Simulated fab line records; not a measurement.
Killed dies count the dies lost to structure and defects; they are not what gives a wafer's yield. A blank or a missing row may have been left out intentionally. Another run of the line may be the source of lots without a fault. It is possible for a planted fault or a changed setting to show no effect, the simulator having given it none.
Which tool is to blame? | flow nandHarc | 12 lots with 36 wafers sampled at 5 steps, on a route of 1159 steps

## WHAT THE GAUGES READ, wafer by wafer
NHARC_END_SORT_01.
lot  | measured     | on        | defectLimitedYield (%) | killedAtArray | killedAtOther | killedAtPeriphery | killedDies | killedOpen | killedShort | sort_bin_2_pct (%) | sort_bin_3_pct (%) | sort_bin_4_pct (%) | sortNPass   | sortRimYieldPct (%) | sortYieldPct (%)
L442 | day 22 09:43 | prober-01 | 96.2 97.0 97.0         | 22 18 16      | 3 1 3         | 1 1 1             | 26 20 20   | 7 4 2      | 1 1 0       | 1.5 0.4 0.6        | 0 0.44 0           | 2.4 2.1 2.4        | 651 657 657 | 98 99 99            | 96.2 97.0 97.0
L448 | day 23 20:22 | prober-02 | 0 96.0 95.7            | 26 27 27      | 650 0 0       | 1 0 2             | 677 27 29  | 2 4 3      | 1 1 0       | 97.0 1.5 1.2       | 0.15 0 0.30        | 2.8 2.5 2.8        | 0 650 648   | 0 94 94             | 0 96.0 95.7
L449 | day 24 04:55 | prober-02 | 94.8 95.3 94.1         | 31 31 37      | 1 0 0         | 3 1 3             | 35 32 40   | 2 4 4      | 0 3 2       | 1.5 1.6 1.5        | 0.15 0.15 0.59     | 3.5 3.0 3.8        | 642 645 637 | 95 99 99            | 94.8 95.3 94.1

## WHAT TOOL EACH LOT RAN ON (gives the tool, then ch and the chambers of the sampled wafers, and finally the start)
lot  | NHARC_A_BONDPAD_PRE_CLEAN_26           | NHARC_A_BONDPAD_ANNEAL_28       | NHARC_THIN_TSV_ETCH_44            | NHARC_THIN_TSV_PRE_CLEAN_50
L434 | pvdSputter-03, day 18 11:13 or earlier | rtpAnneal-01 ch 0, day 18 11:13 | rieDiel-04 ch 0,1,3, day 19 08:21 | pvdSputter-03, no start
L432 | pvdSputter-03, day 18 14:27 or earlier | rtpAnneal-01 ch 0, day 18 14:27 | rieDiel-08 ch 1,2,3, day 19 09:58 | pvdSputter-03, no start
L437 | pvdSputter-03, day 19 01:40 or earlier | rtpAnneal-01 ch 0, day 19 01:40 | rieDiel-08 ch 0,1, day 19 18:08   | pvdSputter-02, no start
L436 | pvdSputter-02, day 19 19:28 or earlier | rtpAnneal-01 ch 0, day 19 19:28 | rieDiel-05 ch 0,1,3, day 20 12:02 | pvdSputter-02, no start
L439 | pvdSputter-03, day 19 22:21 or earlier | rtpAnneal-01 ch 0, day 19 22:21 | rieDiel-08 ch 0,2,3, day 20 10:28 | pvdSputter-01, no start
L440 | pvdSputter-01, day 20 12:42 or earlier | rtpAnneal-01 ch 0, day 20 12:42 | rieDiel-05 ch 0,2,3, day 21 03:21 | pvdSputter-01, no start
L442 | pvdSputter-02, day 20 21:59 or earlier | rtpAnneal-02 ch 0, day 20 21:59 | rieDiel-08 ch 2,3, day 21 15:36   | pvdSputter-02, day 22 09:43 or earlier
L443 | pvdSputter-02, day 21 02:35 or earlier | rtpAnneal-02 ch 0, day 21 02:35 | rieDiel-08 ch 0,1,2, day 21 16:47 | pvdSputter-03, no start
L448 | pvdSputter-03, day 22 14:20 or earlier | rtpAnneal-02 ch 0, day 22 14:20 | rieDiel-08 ch 1,2,3, day 23 05:32 | pvdSputter-01, day 23 20:22 or earlier
L449 | pvdSputter-03, day 22 19:03 or earlier | rtpAnneal-01 ch 0, day 22 19:03 | rieDiel-05 ch 1,3, day 23 09:11   | pvdSputter-03, day 24 04:55 or earlier
L453 | pvdSputter-01, day 23 01:43 or earlier | rtpAnneal-01 ch 0, day 23 01:43 | rieDiel-04 ch 0,1, day 23 15:19   | pvdSputter-01, no start
L454 | pvdSputter-01, day 23 18:10 or earlier | rtpAnneal-02 ch 0, day 23 18:10 | rieDiel-04 ch 1,2,3, day 24 07:43 | pvdSputter-02, no start
- NHARC_A_BONDPAD_PRE_CLEAN_26: time 30 s.
- NHARC_A_BONDPAD_ANNEAL_28: time 90 s.
- NHARC_THIN_TSV_ETCH_44: etches the open film in CF4/O2, target depth 1594.2 nm, time 797.1 s.
- NHARC_THIN_TSV_PRE_CLEAN_50: time 30 s.

## AS READ BY THE TOOLS THEMSELVES (means over the sampled wafers that have a number; for cases with no such wafer, the mark the record gives instead)
NHARC_A_BONDPAD_PRE_CLEAN_26.
lot  | tool          | heaterPowerW (W)
L434 | pvdSputter-03 | 425
L432 | pvdSputter-03 | 393
L437 | pvdSputter-03 | 397
L436 | pvdSputter-02 | 358
L439 | pvdSputter-03 | 386
L440 | pvdSputter-01 | 424
L442 | pvdSputter-02 | 398
L443 | pvdSputter-02 | 367
L448 | pvdSputter-03 | 420
L449 | pvdSputter-03 | 423
L453 | pvdSputter-01 | 440
L454 | pvdSputter-01 | 421

NHARC_A_BONDPAD_ANNEAL_28.
lot  | tool         | wafer_temp_C_max
L434 | rtpAnneal-01 | 225.82
L432 | rtpAnneal-01 | 225.86
L437 | rtpAnneal-01 | 225.81
L436 | rtpAnneal-01 | 225.67
L439 | rtpAnneal-01 | 225.87
L440 | rtpAnneal-01 | 225.71
L442 | rtpAnneal-02 | 225.94
L443 | rtpAnneal-02 | 226.06
L448 | rtpAnneal-02 | 226.01
L449 | rtpAnneal-01 | 225.96
L453 | rtpAnneal-01 | 225.74
L454 | rtpAnneal-02 | 226.02

NHARC_THIN_TSV_ETCH_44.
lot  | tool       | drypumpMotorCurrentA (A) | mfcArSccm (sccm) | oesProductAu (a.u.) | rfVppV (V) | runLengthS (s) | showerheadPlenumPTorr (Torr) | throttleValvePct (%)
L434 | rieDiel-04 | 5.7                      | 0.000            | 1.005               | 794        | 818.1          | 1.83                         | 16.911
L432 | rieDiel-08 | 5.6                      | 0.004            | 0.992               | 791        | 818.2          | 1.77                         | 16.910
L437 | rieDiel-08 | 6.2                      | 0.004            | 0.998               | 791        | 818.4          | 1.78                         | 16.919
L436 | rieDiel-05 | 5.8                      | 0.015            | 1.002               | 793        | 818.5          | 1.82                         | 16.922
L439 | rieDiel-08 | 5.7                      | 0.000            | 0.996               | 793        | 818.5          | 1.80                         | 16.921
L440 | rieDiel-05 | 5.3                      | 0.004            | 1.001               | 790        | 818.3          | 1.77                         | 16.916
L442 | rieDiel-08 | 5.5                      | 0.000            | 0.989               | 793        | 818.6          | 1.81                         | 16.907
L443 | rieDiel-08 | 5.9                      | 0.004            | 1.002               | 791        | 818.3          | 1.77                         | 16.909
L448 | rieDiel-08 | 5.6                      | 0.004            | 1.004               | 790        | 759.2          | 1.77                         | 16.918
L449 | rieDiel-05 | 6.4                      | 0.027            | 1.008               | 797        | 818.9          | 1.87                         | 16.919
L453 | rieDiel-04 | 6.2                      | 0.000            | 1.002               | 791        | 818.1          | 1.77                         | 16.922
L454 | rieDiel-04 | 5.8                      | 0.012            | 0.993               | 794        | 818.1          | 1.82                         | 16.913

NHARC_THIN_TSV_PRE_CLEAN_50.
lot  | tool          | heaterPowerW (W)
L434 | pvdSputter-03 | 403
L432 | pvdSputter-03 | 406
L437 | pvdSputter-02 | 404
L436 | pvdSputter-02 | 401
L439 | pvdSputter-01 | 427
L440 | pvdSputter-01 | 434
L442 | pvdSputter-02 | 352
L443 | pvdSputter-03 | 388
L448 | pvdSputter-01 | 423
L449 | pvdSputter-03 | 395
L453 | pvdSputter-01 | 431
L454 | pvdSputter-02 | 375

## THE ANSWER, worked out from the rows above alone
Rule: the lots themselves supply what counts as usual. Put in order of their means at a reading, lots are off if they are a third of the lots or fewer, leave a main group of 4 or more, and stand apart from it by a gap of 3 or more times the standard deviation of the main group's means; of several such gaps the widest counts. A main group whose means are all the same, to the digits that the tables above print for the reading, isn't used. Also off: a lot with no number at a reading for which 4 or more lots have one. All remaining lots with rows at the step are treated as sound. After the gauges, taken in route order, come the tools' own readings; for these a lot's mean is taken, as printed above. The first step at which some lot is off is used, and at that step the reading that is off furthest; a lot without a number counts as furthest.
Off at NHARC_THIN_TSV_ETCH_44 (runLengthS): L448. For the main group the mean is 818.4 s and the standard deviation 0.24.
A tool fits if, at that step or a process step before it, it ran every lot that is off, and no sound lot after the first of them. NHARC_A_BONDPAD_PRE_CLEAN_26 gives no start for some lots, so the hours and the order of its lots are those of NHARC_A_BONDPAD_ANNEAL_28. One candidate fits, namely rieDiel-08 at NHARC_THIN_TSV_ETCH_44. Its last sound lot is L443 (day 21 16:47), its first lot that is off L448 (day 23 05:32): a fault that began between those two fits.
On the lots that are off, the tool's own readings at NHARC_THIN_TSV_ETCH_44 differ by more than 5 times the standard deviation of the sound lots' means, which bears it out; runLengthS reads 759.2 s there versus 818.4 s on the sound lots.

## WHAT WAS PUT IN BY THE SIMULATOR
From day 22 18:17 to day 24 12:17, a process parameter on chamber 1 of rieDiel-08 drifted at NHARC_THIN_TSV_ETCH_44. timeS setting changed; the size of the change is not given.
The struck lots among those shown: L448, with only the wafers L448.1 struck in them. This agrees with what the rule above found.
